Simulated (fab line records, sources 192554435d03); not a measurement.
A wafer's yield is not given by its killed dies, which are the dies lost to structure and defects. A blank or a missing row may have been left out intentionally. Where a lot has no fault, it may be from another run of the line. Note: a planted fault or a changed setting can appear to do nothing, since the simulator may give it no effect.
Which tool was responsible?    flow n5-finfet    9 lots, 27 wafers sampled, at 6 steps of a route of 1938

## WHAT THE GAUGES READ, wafer by wafer
N5_HKMG_FIN_OVL_MEAS_50.
lot   measured     on          NDIPOLE_OVL (nm)
L887  day 4 04:34  overlay-01  -0.6 -0.7 -0.4
L889  day 4 17:13  overlay-02  0.1 1.2 0.3
L890  day 5 00:04  overlay-01  0.6 0.0 -0.2
L891  day 5 07:00  overlay-01  1.6 1.7 2.1
L900  day 7 13:26  overlay-02  -0.5 -0.2 0.1
L902  day 8 08:40  overlay-02  0.2 0.2 -0.1
L906  day 9 04:14  overlay-02  0.0 0.2 -0.4
L907  day 9 06:50  overlay-02  -0.3 -0.6 -0.2
L908  day 9 17:11  overlay-02  1.3 0.7 0.0

N5_HKMG_FIN_INSPECT_14: inspects for defects (macro).
lot   measured     on                 raw-defect-count
L887  day 4 07:58  defect-inspect-01  4 1 1
L889  day 4 20:42  defect-inspect-02  2 2 2
L890  day 5 03:55  defect-inspect-02  19 16 18
L891  day 5 10:29  defect-inspect-02  16 21 23
L900  day 7 16:49  defect-inspect-02  0 3 2
L902  day 8 12:12  defect-inspect-01  2 1 2
L906  day 9 07:47  defect-inspect-02  3 2 4
L907  day 9 10:26  defect-inspect-02  1 1 2
L908  day 9 22:00  defect-inspect-02  3 2 0

N5_BEOL_M4_RC_MEAS_101.
lot   measured      on         DIBL_N (mV/V)   DIBL_P (mV/V)   IOFF_N (nA/um)  IOFF_P (nA/um)  ION_N (uA/um)  ION_P (uA/um)  SS_N (mV/dec)   SS_P (mV/dec)   VT_N (mV)    VT_P (mV)
L887  day 8 06:00   prober-02  39.4 36.0 39.1  40.9 36.5 40.4  0.23 0.15 0.22  0.26 0.19 0.26  693 689 707    469 470 475    72.7 71.2 72.4  73.6 72.8 74.9  245 248 247  -249 -252 -249
L889  day 9 00:01   prober-02  35.3 31.4 32.5  37.2 32.2 32.9  0.12 0.08 0.08  0.16 0.11 0.11  675 637 631    453 439 434    71.4 69.7 70.5  73.3 71.6 72.3  253 260 261  -258 -262 -262
L900  day 11 12:26  prober-02  37.0 34.1 35.9  37.2 33.6 35.8  0.17 0.12 0.15  0.24 0.17 0.21  696 655 687    474 457 474    71.3 70.9 70.9  72.7 72.2 73.0  247 253 252  -248 -253 -252
L902  day 12 12:00  prober-02  33.3 38.0 34.9  33.1 38.7 33.5  0.13 0.20 0.13  0.18 0.27 0.17  667 680 664    452 462 451    70.4 72.8 72.6  72.3 73.7 73.3  250 247 253  -254 -248 -250
L906  day 12 23:37  prober-02  36.1 34.5 33.7  38.5 35.5 33.6  0.17 0.14 0.12  0.24 0.20 0.17  673 666 662    474 462 456    71.7 72.0 71.0  74.1 73.4 72.7  250 250 252  -250 -251 -255
L907  day 13 18:46  prober-01  37.0 32.3 34.5  37.2 31.4 34.8  0.18 0.10 0.14  0.24 0.15 0.21  672 652 665    458 457 458    72.1 70.9 71.1  73.5 71.8 72.5  248 258 252  -250 -254 -249
L908  day 13 23:06  prober-01  36.3 39.6 36.0  35.1 39.1 34.1  0.13 0.19 0.12  0.21 0.27 0.19  647 680 656    451 464 458    71.1 72.3 71.3  72.2 73.1 72.6  254 246 256  -247 -248 -253

## EACH LOT AND THE TOOL THAT RAN IT (in order: tool; ch and the chambers of the sampled wafers; start)
lot   N5_SDB_ETCH_25                     N5_HKMG_FIN_ETCH_58                N5_HKMG_FIN_STRIP_60
L887  rie-diel-01 ch 2,3, day 3 23:32    rie-diel-05 ch 1,3, day 4 04:55    plasma-asher-01 ch 0,1, day 4 05:30
L889  rie-diel-01 ch 0,2, day 4 12:19    rie-diel-05 ch 0,2,3, day 4 17:34  plasma-asher-02 ch 0,1, day 4 18:09
L890  rie-diel-05 ch 0,2,3, day 4 19:18  rie-diel-01 ch 0,1,3, day 5 00:49  plasma-asher-01 ch 0,1, day 5 01:23
L891  rie-diel-05 ch 1,2, day 5 01:49    rie-diel-01 ch 2,3, day 5 07:23    plasma-asher-02 ch 0,1, day 5 07:58
L900  rie-diel-04 ch 1,2, day 7 08:29    rie-diel-04 ch 2,3, day 7 13:47    plasma-asher-02 ch 0,1, day 7 14:22
L902  rie-diel-05 ch 0,2,3, day 8 03:26  rie-diel-01 ch 0,2,3, day 8 09:01  plasma-asher-02 ch 0,1, day 8 09:36
L906  rie-diel-04 ch 1,2,3, day 8 22:56  rie-diel-05 ch 1,2, day 9 04:35    plasma-asher-02 ch 0,1, day 9 05:10
L907  rie-diel-04 ch 1,3, day 9 01:23    rie-diel-01 ch 0,1, day 9 07:12    plasma-asher-01 ch 0,1, day 9 07:47
L908  rie-diel-01 ch 0,2, day 9 12:04    rie-diel-04 ch 0,3, day 9 17:32    plasma-asher-01 ch 0,1, day 9 18:07
- N5_SDB_ETCH_25: etches SiO2 in C4F6/O2, target depth 10 nm, time 3.3 s.
- N5_HKMG_FIN_ETCH_58: etches SOC in N2/H2, target depth 215.8 nm, time 741 s.
- N5_HKMG_FIN_STRIP_60: strips in N2/H2, time 360 s.

## AS READ BY THE TOOLS THEMSELVES (means over the sampled wafers that have a number; for cases with no such wafer, the mark the record gives instead)
N5_SDB_ETCH_25.
lot   tool         C4F6_flow_sccm (sccm)  drypump-motor-current-A (A)  oes-product-au (a.u.)  rf-vpp-V (V)  showerhead-plenum-p-Torr (Torr)  throttle-valve-pct (%)
L887  rie-diel-01  10.002                 5.6                          0.85                   707           2.92                             21.11
L889  rie-diel-01  10.005                 5.6                          0.93                   708           2.86                             21.00
L890  rie-diel-05  9.993                  5.2                          0.76                   653           2.75                             21.26
L891  rie-diel-05  9.989                  5.6                          0.82                   662           2.74                             21.16
L900  rie-diel-04  10.001                 5.7                          0.69                   689           2.87                             21.54
L902  rie-diel-05  10.000                 5.2                          0.73                   652           2.74                             21.29
L906  rie-diel-04  9.988                  5.5                          0.78                   671           2.86                             21.22
L907  rie-diel-04  10.044                 5.2                          0.88                   654           2.85                             20.86
L908  rie-diel-01  10.011                 5.6                          0.85                   707           2.84                             21.05

N5_HKMG_FIN_ETCH_58.
lot   tool         drypump-motor-current-A (A)  oes-product-au (a.u.)  rf-vpp-V (V)  showerhead-plenum-p-Torr (Torr)  throttle-valve-pct (%)
L887  rie-diel-05  5.4                          0.80                   98.9          2.53                             17.56
L889  rie-diel-05  5.2                          0.76                   99.2          2.48                             17.98
L890  rie-diel-01  5.7                          0.82                   99.7          2.56                             17.72
L891  rie-diel-01  5.7                          0.78                   98.4          2.62                             17.77
L900  rie-diel-04  5.5                          0.69                   99.2          2.60                             17.91
L902  rie-diel-01  5.8                          0.82                   100.2         2.55                             17.65
L906  rie-diel-05  5.7                          0.79                   98.2          2.39                             18.08
L907  rie-diel-01  5.7                          0.82                   99.2          2.48                             17.63
L908  rie-diel-04  5.4                          0.92                   99.0          2.61                             17.37

N5_HKMG_FIN_STRIP_60.
lot   tool             drypump-motor-current-A (A)  h2-flow-sccm (sccm)  heater-power-w (W)
L887  plasma-asher-01  5.8                          3248                 471
L889  plasma-asher-02  5.4                          3256                 444
L890  plasma-asher-01  -                            -                    -
L891  plasma-asher-02  -                            -                    -
L900  plasma-asher-02  6.1                          3264                 455
L902  plasma-asher-02  5.4                          3250                 441
L906  plasma-asher-02  5.4                          3252                 438
L907  plasma-asher-01  5.8                          3249                 464
L908  plasma-asher-01  6.2                          3249                 454

## THE ANSWER, worked out from the rows above alone
Rule: usual is defined by the lots themselves. Put in order of their means at a reading, lots are off if they are a third of the lots or fewer, leave a main group of 4 or more, and stand apart from it by a gap of 3 or more times the standard deviation of the main group's means; of several such gaps the widest counts. A main group is skipped when, at the precision printed for the reading in the tables above, its means are all equal. A lot without any number at a reading at which 4 lots or more have one is off too. The other lots that the step has rows for count as sound. After the gauges, taken in route order, come the tools' own readings; for these a lot's mean is taken, as printed above. At the first step where some lot is off, the reading lying furthest off is the one used; lots without a number count as furthest.
Off: L890, L891, at N5_HKMG_FIN_INSPECT_14 (raw-defect-count). Mean 1.9 and standard deviation 0.49 in the main group.
If a tool, at a process step before that reading, ran all the lots that are off and no sound lot after the first of them, it fits. Not tried: the gauges at N5_HKMG_FIN_INSPECT_14; whatever is off there is also off at N5_SDB_ETCH_25, on other tools, and gauge error can't account for it. Of those tried, none fits.

## WHAT THE SIMULATOR HAD PUT IN
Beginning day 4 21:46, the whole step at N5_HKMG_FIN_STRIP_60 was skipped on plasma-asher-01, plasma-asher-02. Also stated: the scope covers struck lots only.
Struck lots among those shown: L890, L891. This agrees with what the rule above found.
